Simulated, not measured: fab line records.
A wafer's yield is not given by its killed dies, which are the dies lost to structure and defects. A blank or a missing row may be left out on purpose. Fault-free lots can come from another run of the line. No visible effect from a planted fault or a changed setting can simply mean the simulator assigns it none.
A lot that was struck, set against a sound lot ; flow n5Finfet ; 25 steps out of a route of 1938
Sound: the wafers L602.1, L602.4, L602.6. The struck wafers were L617.2, L617.4, L617.5. Last of all comes the cause.
Order at every step that has rows: each side's tool, ch and its chambers, its first start. Under that, the readings that differ: sound wafers ; struck wafers ; difference of the means ; sigmas: that difference in standard deviations of wafers without a fault.
alike: words and numbers the same on both sides, and readings whose means are apart by under 2 such deviations; not compared: readings that were withheld, readings missing a value for some wafer, numbers with overlapping values and no deviation given by the record, and bounds like >300 which may hide the same value.
The two part at a step that has a row with sigmas, a row that says differs or no value, or rows on one side only. Non-overlapping numbers with no deviation appear without sigmas and do not part them. A reading that every wafer of one side lacks parts them only if that side has two wafers or more.

N5_BEOL_M6_THK_MEAS_53: measures by xrf.
  sound on filmMetro-01 at day 8 20:26; struck on filmMetro-01 at day 14 00:36
  alike: M6_THK
then, 1 step without rows for these wafers: N5_BEOL_M6_PRE_CLEAN_55 (time 15 s).
N5_BEOL_M6_DEP_56: deposits SiCN from 3MS/NH3, target thk 10 nm, time 17.5 s.
  sound on pecvd-02 ch 0,1,2, day 8 20:29; struck on pecvd-03 ch 0,2, day 14 00:40
  alike: showerheadPlenumPTorr, throttleValvePct
N5_BEOL_M6_RS_MEAS_57: a four-point-probe measurement.
  sound on filmMetro-01 at day 8 20:34; struck on filmMetro-01 at day 14 00:44
  alike: M6_RS
N5_BEOL_M6_INSPECT_58: inspects for defects (darkfield).
  sound on defectInspect-02 at day 8 20:35; struck on defectInspect-01 at day 14 00:46
  alike: rawDefectCount
N5_BEOL_M7_ILD_DEP_00: deposits SiCOH lowk from DEMS/porogen, target thk 179.75 nm, time 33.4 s.
  sound on pecvd-03 ch 0,2, day 8 20:37; struck on pecvd-04 ch 0,1,2, day 14 00:47
  alike: heaterPowerW, showerheadPlenumPTorr, susceptorTempC, throttleValvePct
N5_BEOL_M7_CURE_74: cures SiCOH lowk, time 240 s.
  sound on uvCure-01 ch 2, day 8 20:41; struck on uvCure-03 ch 1, day 14 00:56
  alike: lampPowerPct, wafer_temp_C_max
N5_BEOL_M7_THK_MEAS_01:
  sound on filmMetro-01 at day 8 21:12; struck on filmMetro-01 at day 14 01:22
  alike: M7_ILD_THK
then, 1 step without rows for these wafers: N5_BEOL_M7_PECVD_70 (deposits SiO2 from TEOS/O2, target thk 20 nm, time 22.7 s).
N5_BEOL_M7_HM_DEP_02: deposits TiN, target thk 20 nm.
  sound on pvdSputter-02 at day 8 22:49; struck on pvdSputter-01 at day 14 02:02
  alike: susceptorTempC, throttleValvePct
then, 2 steps without rows for these wafers: N5_BEOL_M7_COAT_59 (time 60 s, resist thk 100 nm); N5_BEOL_M7_COAT_60 (time 60 s, resist thk 35 nm).
N5_BEOL_M7_COAT_05: resist thk 90 nm.
  sound on lithoTrack-05 ch 0, day 8 22:56; struck on lithoTrack-05 ch 0, day 14 02:10
reading;sound;struck;difference;sigmas
spinSpeedRpm (rpm);1502.7 1499.8 1499.8;1548.4 1548.8 1552.1;+49.0;+41
model.CAR-ArF_of_BEOL_M7_COAT_05.thkNm (nm);90 90.2 90.2;89.2 89 88.8;-1.1;
then, 5 steps without rows for these wafers: N5_BEOL_M7_EBR_07; N5_BEOL_M7_SOFTBAKE_06 (time 60 s); N5_BEOL_M7_EXPOSE_08 (exposes mask M7); N5_BEOL_M7_PEB_09 (peb time 60 s); N5_BEOL_M7_DEVELOP_10 (develop time 30 s).
N5_BEOL_M7_CD_MEAS_11: target cd 38.5 nm.
  sound on cdSem-03 ch 0, day 8 23:18; struck on cdSem-02 ch 0, day 14 02:32
  alike: cdNm
N5_BEOL_M7_OVL_MEAS_12:
  sound on overlay-02 ch 0, day 8 23:20; struck on overlay-02 ch 0, day 14 02:34
  alike: M7_OVL
N5_BEOL_M7_INSPECT_13: inspects for defects (brightfield).
  sound on defectInspect-01 at day 8 23:22; struck on defectInspect-01 at day 14 02:35
  alike: rawDefectCount
then, 1 step without rows for these wafers: N5_BEOL_M7_DESCUM_16 (chemistry O2, time 7.9 s).
N5_BEOL_M7_ETCH_61: etches SiARC in CF4, target depth 45.5 nm, time 75.8 s.
  sound on rieDiel-06 ch 0,1,2, day 8 23:26; struck on rieDiel-05 ch 0,2, day 14 02:40
reading;sound;struck;difference;sigmas
model.CAR-ArF_of_BEOL_M7_COAT_05.thkNm (nm);50.8 51 51;49.8 49.8 49.6;-1.2;
  alike: drypumpMotorCurrentA, etchRfOnTimeS, oesProductAu, rfVppV, showerheadPlenumPTorr, throttleValvePct
  not compared: rfHoursCounterH
N5_BEOL_M7_ETCH_62: etches SOC in N2/H2, target depth 110 nm, overetch 22 nm, time 165 s.
  sound on rieDiel-06 ch 0,1,2, day 8 23:29; struck on rieDiel-05 ch 0,2, day 14 02:43
  alike: drypumpMotorCurrentA, oesProductAu, rfVppV, showerheadPlenumPTorr, throttleValvePct
  not compared: rfHoursCounterH
-- a jump in the record: the struck wafers' starts before and after are 3 days apart (it breaks off in module BEOL_M7 and resumes in module PASSIVATION, where the first step shown is number 1936 of the route) --
N5_PASSIVATION_PROBE_49:
  sound on prober-01 at day 12 10:18; struck on prober-02 at day 17 04:16
reading;sound;struck;difference;sigmas
killed_at_M0_to_M3;65 51 58;38 26 29;-27;-3
  alike: defectLimitedYield, killed_at_M4_up, killedAtContacts, killedAtFrontEnd, killedAtOther, killedDies, killedOpen, killedShort, sort_bin_5_function, sort_bin_6_memory, sortNPass, sortYieldPct

== WHERE THEY PART ==
Earliest at N5_BEOL_M7_COAT_05; latest, in this record, at N5_PASSIVATION_PROBE_49.

WHY: the cause the simulator had injected
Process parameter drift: lithoTrack-05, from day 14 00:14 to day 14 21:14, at N5_BEOL_M7_COAT_05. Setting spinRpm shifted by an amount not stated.
